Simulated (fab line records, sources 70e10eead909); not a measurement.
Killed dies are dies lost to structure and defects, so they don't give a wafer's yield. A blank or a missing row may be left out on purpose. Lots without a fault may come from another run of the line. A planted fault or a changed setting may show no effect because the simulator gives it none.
A struck lot beside a sound one | flow nand_harc | 13 steps out of a route of 1302
Sound: wafers L103.2, L103.4, L103.6. Struck: wafer L107.2. (L107.6 of the same lot was not struck and is left out.) The cause comes at the end.
At each step with rows: each side's tool, then ch and its chambers, then its first start. Under that, the readings that differ: sound wafers | struck wafers | difference of the means | sigmas: that difference in standard deviations of wafers without a fault.
alike: readings whose means differ by less than 2 such deviations, and words and numbers that are the same on both sides. not compared: withheld readings, readings that some wafer has no value for, bounds like >300 that may hide the same value, and numbers for which the record gives no deviation and whose values overlap.
The two part at a step that has a row with sigmas, a row that says differs or no value, or rows on one side only. Numbers that don't overlap but have no deviation are shown without sigmas and don't part them. A reading that every wafer of one side lacks parts them only if that side has two wafers or more.

NHARC_A_WL_FILL_ALD_10: deposits SiO2, target thk 50 nm, pulse time 10 s, ald cycles 500.
  sound on ald_hk-02 ch 0,2, day 21 21:18; struck on ald_hk-02 ch 3, day 23 23:50
  reading                    | sound             | struck | difference | sigmas
  precursor_pulse_height_rel | 0.986 0.990 1.018 | 0.951  | -0.047     | -2
  alike: heater_power_w
NHARC_A_WL_FILL_ETCHBACK_16: etches the open film in C4F8/O2/Ar, target depth 120 nm, time 24 s.
  sound on rie_diel-02 ch 0,2,3; struck on rie_diel-11 ch 0
  alike: oes_product_au, rf_vpp_V
  not compared: rf_hours_counter_h
then, 1 step without rows for these wafers: NHARC_A_WL_FILL_STRIP_29 (strips in O2, time 20 s).
NHARC_A_WL_FILL_ETCHBACK_17: etches the open film in Cl2/BCl3, target depth 4 nm, time 26.7 s.
  sound on rie_metal-01 ch 0, day 22 01:39; struck on rie_metal-02 ch 0, day 24 04:42
  alike: drypump_motor_current_A, oes_product_au
  not compared: rf_hours_counter_h
then, 3 steps without rows for these wafers: NHARC_A_WL_FILL_PRECLEAN_18 (cleans in dHF, time 30 s); NHARC_A_WL_FILL_SRD_21; NHARC_A_WL_FILL_CVD_23 (deposits poly-Si, target thk 40 nm, time 800 s).
NHARC_A_WL_FILL_ETCHBACK_26: etches the open film in HBr, target depth 52 nm, time 13.3 s.
  sound on rie_si-04 ch 0,3, day 22 07:04; struck on rie_si-04 ch 1, day 24 09:53
  reading              | sound             | struck | difference | sigmas
  hbr_flow_sccm (sccm) | 150.2 151.0 150.4 | 149.5  | -1.0       | -2
  alike: drypump_motor_current_A, oes_product_au, throttle_valve_pct
  not compared: rf_hours_counter_h
then, 2 steps without rows for these wafers: NHARC_A_WL_FILL_PRECLEAN_30 (cleans in dHF, time 10 s); NHARC_A_WL_FILL_SRD_14.
NHARC_A_WL_FILL_ALD_19: deposits TiN, target thk 2 nm, pulse time 3 s, ald cycles 100.
  sound on ald_metal-03 ch 0,1,2, day 22 07:23; struck on ald_metal-01 ch 1, day 24 10:08
  reading                    | sound             | struck | difference | sigmas
  precursor_pulse_height_rel | 0.959 1.010 0.993 | 1.036  | +0.049     | +2
  alike: heater_power_w
NHARC_A_WL_FILL_CVD_20: deposits W, target thk 100 nm, time 74 s.
  sound on cvd_w-01 ch 1, day 22 07:37; struck on cvd_w-01 ch 0, day 24 10:22
  reading            | sound          | struck | difference | sigmas
  mfc_h2_sccm (sccm) | 1607 1598 1598 | 1592   | -9         | -2
  alike: heater_power_w, mfc_wf6_sccm, throttle_valve_pct
NHARC_A_WL_FILL_CMP_12: polishes, t overpolish 30 s, target thk 100 nm.
  sound on cmp-04 ch 0,3, day 22 07:49; struck on cmp-04 ch 0, day 24 10:33
  reading                      | sound                | struck | difference | sigmas
  overpolish_run_s (s)         | 29.995 29.988 30.000 | 30.014 | +0.020     | +2
  retaining_ring_pressure_frac | 0.993 0.994 1.006    | 1.010  | +0.012     | +2
  time_to_endpoint_s (s)       | 21 22 20             | 36     | +15        | +5
  alike: motor_current_A, slurry_filter_dp_kPa

WHERE THEY PART
First at NHARC_A_WL_FILL_ALD_10; last, within this record, at NHARC_A_WL_FILL_CMP_12.

WHY: what the simulator had put in
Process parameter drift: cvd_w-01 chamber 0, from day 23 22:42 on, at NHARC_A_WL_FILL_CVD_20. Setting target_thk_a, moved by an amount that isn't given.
